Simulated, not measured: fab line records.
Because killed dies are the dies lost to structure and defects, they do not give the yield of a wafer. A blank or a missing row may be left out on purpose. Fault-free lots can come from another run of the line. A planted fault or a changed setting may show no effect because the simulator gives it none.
Code-filled problem report in 8D (eight disciplines) form -- flow n5_finfet -- the parts of the form that need people (team, actions taken, sign-off) are left out

== 1. THE PROBLEM ==
Mean of thk_nm at N5_SD_EPI_N_EPI_MEAS_23: 79.5 nm across 2 wafers in 2 lots; on wafers with no fault it is 59.0 nm (standard deviation 1.2). That puts it +17 standard deviations away from the usual mean.
Earliest sighting: wafer L990.6 on film_metro-02 at day 6 06:52. The record has a number at this step for 28 wafers belonging to 10 lots. The rule behind "out" and "out of limits": a value lying over 4 standard deviations away from the usual mean. The other wafers with a number count as sound.

== 2. WHAT IT IS AND WHAT IT IS NOT ==
question,is,is not
which readings at this step,thk_nm,-
which lots,"L990, L991","L101, L980, L981, L984, L986, L997, L998, L999"
which wafers of those lots,"L990.6, L991.1","L990.2, L991.5"
read on which gauges,film_metro-02,film_metro-01
when,from day 6 06:52,"up to then (13 sound wafers); but 13 sound wafers of L101, L991, L997, L998, L999 came after"

== 3. SUSPECTS, AND WHAT RULES EACH OUT ==
Counting: if a tool at a process step up to the reading ran every lot that is out, it stays a suspect. Sound lots after the first of them don't rule it out here, since some wafers of a struck lot are sound.
- ruled out: the gauge at N5_SD_EPI_N_EPI_MEAS_23. All the wafers that are out were read on film_metro-02, but those of them that N5_BEOL_M4_RC_MEAS_101 has rows for are out there too, on other tools.
- epi_rpcvd-01 at N5_SD_EPI_N_EPI_21 (deposits Si:P, time 690 s): kept. It ran every lot that is out, first L990 (day 6 04:57); its last sound lot up to then is L986 (day 5 02:59).
The count leaves epi_rpcvd-01 at N5_SD_EPI_N_EPI_21.

== 4. THE CAUSE (what the simulator had put in) ==
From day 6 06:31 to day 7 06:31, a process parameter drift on epi_rpcvd-01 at N5_SD_EPI_N_EPI_21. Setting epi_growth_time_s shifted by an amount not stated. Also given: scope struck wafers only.
Only this tool survived the counting.

== 5. THE EFFECT CHAIN, in route order ==
Rows list readings where the struck wafers' mean (over those with a number) sits beyond 3 standard deviations from the usual. Scope: only readings with a usual standard deviation given in the record; hours: median across lots of the time from each lot's start at the first step in this table that gives one to its start at this step; sigmas: change in usual standard deviations.
hours,step,reading,usual,on struck wafers,change,sigmas
0,N5_SD_EPI_N_EPI_MEAS_23,thk_nm,59.0 nm,79.5,+20.5,+17
6,N5_SD_ACTIVATION_RS_MEAS_03,RS_SD_N,21.9 ohm/sq,15.9,-5.9,-19
112,N5_BEOL_M4_RC_MEAS_101,RS_SD_N,28.4 ohm/sq,20.8,-7.6,-19
Later steps that measure or inspect, where all struck wafers having a row at the step show a number for every such reading and not one has moved that far: N5_SD_EPI_P_CD_MEAS_09.

== 6. HOW IT WOULD HAVE BEEN CAUGHT EARLIER ==
In this record the first reading out of limits at a measuring or inspecting step was taken at day 6 06:52, 0 hours after the fault began at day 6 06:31.
Among the 2 lots that are out, L991 began N5_SD_EPI_N_EPI_21 on epi_rpcvd-01 after day 6 06:52. A hold on the tool at that time would have spared it.
